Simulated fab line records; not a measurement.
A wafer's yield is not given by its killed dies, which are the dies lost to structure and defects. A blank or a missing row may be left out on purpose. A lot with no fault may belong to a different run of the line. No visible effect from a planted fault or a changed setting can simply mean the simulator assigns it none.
Code-filled problem report in 8D (eight disciplines) form -- flow nand_harc -- the parts of the form that need people (team, actions taken, sign-off) are left out

1. WHAT IS WRONG
Mean of cd_nm at NHARC_P_GATE_CD_MEAS_59: 784.5 nm across 6 wafers in 2 lots; on wafers with no fault it is 719.8 nm (standard deviation 1.9). Relative to the usual mean, that is a shift of +34 standard deviations.
The step: target cd 720 nm.
The first sign was on wafer L115.2 at day 6 04:14, on cd_sem-01. Wafers with a number at this step in the record: 39, from 13 lots. Rule for "out" (also "out of limits"): further than 4 standard deviations from the usual mean. The rest of the wafers with a number are treated as sound.

2. WHAT IT IS, WHAT IT ISN'T
question,is,is not
which readings at this step,cd_nm,-
which lots,"L115, L120","L111, L112, L113, L114, L124, L126, L127, L131, L132, L133, L134"
which wafers of those lots,all that have a number,-
read on which gauges,cd_sem-01,"cd_sem-02, cd_sem-03"
when,from day 6 04:14,"up to then (12 sound wafers); but 21 sound wafers of L124, L126, L127, L131, L132, L133, L134 came after"

3. THE SUSPECTS, EACH WITH WHAT RULES IT OUT
Counting: a tool at a process step up to the reading stays a suspect if it ran every lot that is out and no sound lot after the first of them.
- the gauge at NHARC_P_GATE_CD_MEAS_59: kept. All the wafers that are out were read on cd_sem-01, and no step on other tools shows them out.
- krf_scanner-03 at NHARC_P_GATE_EXPOSE_56 (exposes mask P PSD, target cd 720 nm): kept. It processed each lot that is out, first L115 at day 6 04:05, and no sound lot thereafter; up to then, the last sound lot it processed was L114 at day 6 02:41.
The count leaves cd_sem-01 at NHARC_P_GATE_CD_MEAS_59 and krf_scanner-03 at NHARC_P_GATE_EXPOSE_56.

4. THE CAUSE (what the simulator had put in)
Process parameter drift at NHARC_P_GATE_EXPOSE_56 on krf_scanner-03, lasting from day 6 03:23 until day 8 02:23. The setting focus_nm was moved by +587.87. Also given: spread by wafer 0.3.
Of the 2 suspects that counting leaves, this tool is one.

5. THE EFFECT CHAIN, in route order
One row per reading whose mean, taken over the struck wafers that have a number, lies over 3 standard deviations from the usual. Readings are gone through only where the record gives a usual standard deviation; hours: the median, over the lots, of the time from a lot's start at the first step in this table giving one to that lot's start at this step; sigmas: the change measured in usual standard deviations.
hours,step,reading,usual,on struck wafers,change,sigmas
0,NHARC_P_GATE_CD_MEAS_59,cd_nm,719.8 nm,784.5,+64.7,+34
336,NHARC_END_SORT_01,killed_at_periphery,3.6,51.2,+47.6,+20
336,NHARC_END_SORT_01,killed_dies,26,75,+49,+5.5

6. WHAT WOULD HAVE CAUGHT IT SOONER
In this record the first reading out of limits at a measuring or inspecting step was taken at day 6 04:14, 1 hour after the fault began at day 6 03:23.
Lots out: 2; of these, L120 started NHARC_P_GATE_EXPOSE_56 on krf_scanner-03 after day 6 04:14. Putting the tool on hold at that point would have spared it.
